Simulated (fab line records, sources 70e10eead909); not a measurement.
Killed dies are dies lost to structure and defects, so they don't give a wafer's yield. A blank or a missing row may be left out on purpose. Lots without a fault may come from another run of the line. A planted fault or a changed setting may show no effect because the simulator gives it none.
Which tool did it? | flow nand_harc | 6 lots, 18 wafers sampled, at 4 steps of a route of 1159

WHAT THE GAUGES READ, wafer by wafer
NHARC_THIN_TSV_CD_MEAS_33: target cd 5000 nm.
lot  | measured     | on        | cd_nm (nm)
L525 | day 19 07:01 | cd_sem-01 | 5002.4 5002.7 5002.2
L532 | day 23 13:39 | cd_sem-01 | 5000.2 4997.2 5001.0
L537 | day 23 22:13 | cd_sem-02 | 4999.1 4998.4 5000.9
L544 | day 24 03:54 | cd_sem-03 | 4999.2 5000.5 5000.8
L545 | day 24 12:49 | cd_sem-01 | 5005.8 4997.4 5003.3
L546 | day 24 22:46 | cd_sem-03 | 5001.4 5004.1 5003.2

WHICH TOOL RAN EACH LOT (tool, then ch and the chambers of the sampled wafers, then the start)
lot  | NHARC_A_SGD_CUT_DEP_00          | NHARC_THIN_TSV_ETCH_44             | NHARC_THIN_TSV_DEGAS_53
L525 | pecvd-04 ch 0,1, day 14 02:02   | rie_diel-10 ch 0,2, day 19 01:20   | pvd_sputter-01, day 19 05:52
L532 | pecvd-04 ch 0,1,2, day 15 20:26 | rie_diel-01 ch 0,1, day 23 07:44   | pvd_sputter-01, day 23 12:31
L537 | pecvd-03 ch 0,1, day 16 21:23   | rie_diel-08 ch 0,1,3, day 23 15:01 | pvd_sputter-02, day 23 21:10
L544 | pecvd-04 ch 1,2, day 18 13:50   | rie_diel-08 ch 0,1, day 23 22:11   | pvd_sputter-03, day 24 02:43
L545 | pecvd-04 ch 1,2, day 19 00:49   | rie_diel-08 ch 1,2,3, day 24 07:08 | pvd_sputter-03, day 24 11:40
L546 | pecvd-01 ch 0,2, day 19 19:23   | rie_diel-08 ch 0,2,3, day 24 16:55 | pvd_sputter-03, day 24 21:37
- NHARC_A_SGD_CUT_DEP_00: deposits SiNx, target thk 50 nm.
- NHARC_THIN_TSV_ETCH_44: etches the open film in CF4/O2, target depth 1594.2 nm, time 797.1 s.
- NHARC_THIN_TSV_DEGAS_53: time 60 s.

THE ANSWER, worked out from the rows above alone
Rule: what is usual is taken from the lots themselves. Put in order of their means at a reading, lots are off if they are a third of the lots or fewer, leave a main group of 4 or more, and stand apart from it by a gap of 3 or more times the standard deviation of the main group's means; of several such gaps the widest counts. A main group whose means are all the same, to the digits that the tables above print for the reading, isn't used. A lot without any number at a reading at which 4 lots or more have one is off too. The other lots that the step has rows for count as sound.
No lot is off at any reading shown: from this, nothing can be told.

WHAT THE SIMULATOR HAD PUT IN
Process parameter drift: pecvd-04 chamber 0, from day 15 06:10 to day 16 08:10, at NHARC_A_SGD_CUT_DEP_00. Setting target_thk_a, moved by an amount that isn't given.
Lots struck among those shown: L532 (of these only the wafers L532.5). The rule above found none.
